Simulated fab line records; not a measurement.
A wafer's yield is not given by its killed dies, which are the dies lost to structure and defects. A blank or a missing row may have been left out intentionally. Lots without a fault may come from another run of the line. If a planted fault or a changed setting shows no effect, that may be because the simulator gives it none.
Chamber matching + flow n5-finfet + rie-diel-04 running N5_FIN_SAQP_STRIP_55: 4 sister chambers
The step strips in N2/H2. 16 wafers are shown with their chamber, then 8 later ones without.

WAFERS WITH THEIR CHAMBER
| wafer  | chamber | throttle-valve-pct (%) | showerhead-plenum-p-Torr (Torr) | drypump-motor-current-A (A) |
|--------|---------|------------------------|---------------------------------|-----------------------------|
| L074.3 | 0       | 19.0                   | 3.45                            | 5.3                         |
| L074.4 | 1       | 19.9                   | 3.50                            | 5.4                         |
| L074.6 | 3       | 18.8                   | 3.33                            | 5.3                         |
| L077.2 | 2       | 18.4                   | 3.53                            | 5.9                         |
| L077.5 | 0       | 19.1                   | 3.45                            | 5.4                         |
| L077.6 | 2       | 18.4                   | 3.53                            | 5.9                         |
| L079.3 | 1       | 19.9                   | 3.50                            | 5.4                         |
| L079.4 | 2       | 18.5                   | 3.53                            | 5.8                         |
| L079.6 | 2       | 18.4                   | 3.53                            | 5.9                         |
| L084.2 | 3       | 18.8                   | 3.32                            | 5.3                         |
| L084.4 | 1       | 19.9                   | 3.49                            | 5.4                         |
| L084.6 | 1       | 19.9                   | 3.49                            | 5.4                         |
| L085.1 | 2       | 18.5                   | 3.52                            | 5.9                         |
| L085.2 | 0       | 19.1                   | 3.44                            | 5.3                         |
| L085.6 | 1       | 19.9                   | 3.49                            | 5.4                         |
| L088.1 | 2       | 18.5                   | 3.52                            | 5.9                         |

SIGNATURES (averages over the wafers above)
| reading                  | chamber 0 | chamber 1 | chamber 2 | chamber 3 | scatter within a chamber |
|--------------------------|-----------|-----------|-----------|-----------|--------------------------|
| throttle-valve-pct       | 19.067    | 19.900    | 18.450    | 18.800    | 0.0425                   |
| showerhead-plenum-p-Torr | 3.4467    | 3.4940    | 3.5267    | 3.3250    | 0.00555                  |
| drypump-motor-current-A  | 5.333     | 5.400     | 5.883     | 5.300     | 0.0354                   |
Rule: for a wafer and a chamber, the distance is found by dividing, reading by reading, the gap between the wafer's reading and the chamber's mean by the reading's scatter, squaring, summing and taking the root. If the next closest chamber is less than 2 further off than the closest, the wafer can't be placed; otherwise it belongs to the closest. The scatter is the square root of a quotient: the sum, over the shown wafers, of each reading's squared deviation from its chamber's mean, divided by wafers minus chambers.

WAFERS MISSING THEIR CHAMBER
| wafer  | throttle-valve-pct (%) | showerhead-plenum-p-Torr (Torr) | drypump-motor-current-A (A) |
|--------|------------------------|---------------------------------|-----------------------------|
| L088.2 | 19.9                   | 3.49                            | 5.4                         |
| L088.3 | 18.8                   | 3.32                            | 5.4                         |
| L089.2 | 18.8                   | 3.32                            | 5.3                         |
| L089.4 | 18.5                   | 3.52                            | 5.9                         |
| L089.6 | 19.1                   | 3.44                            | 5.3                         |
| L091.1 | 18.5                   | 3.51                            | 5.9                         |
| L091.2 | 18.8                   | 3.32                            | 5.3                         |
| L091.4 | 19.1                   | 3.43                            | 5.4                         |

WHICH CHAMBER EACH WENT THROUGH
| wafer  | from the rows above | in truth |
|--------|---------------------|----------|
| L088.2 | 1                   | 1        |
| L088.3 | 3                   | 3        |
| L089.2 | 3                   | 3        |
| L089.4 | 2                   | 2        |
| L089.6 | 0                   | 0        |
| L091.1 | 2                   | 2        |
| L091.2 | 3                   | 3        |
| L091.4 | 0                   | 0        |
Correctly placed: 8 of 8. Can't be placed from these rows: 0. Number placed wrongly: 0.
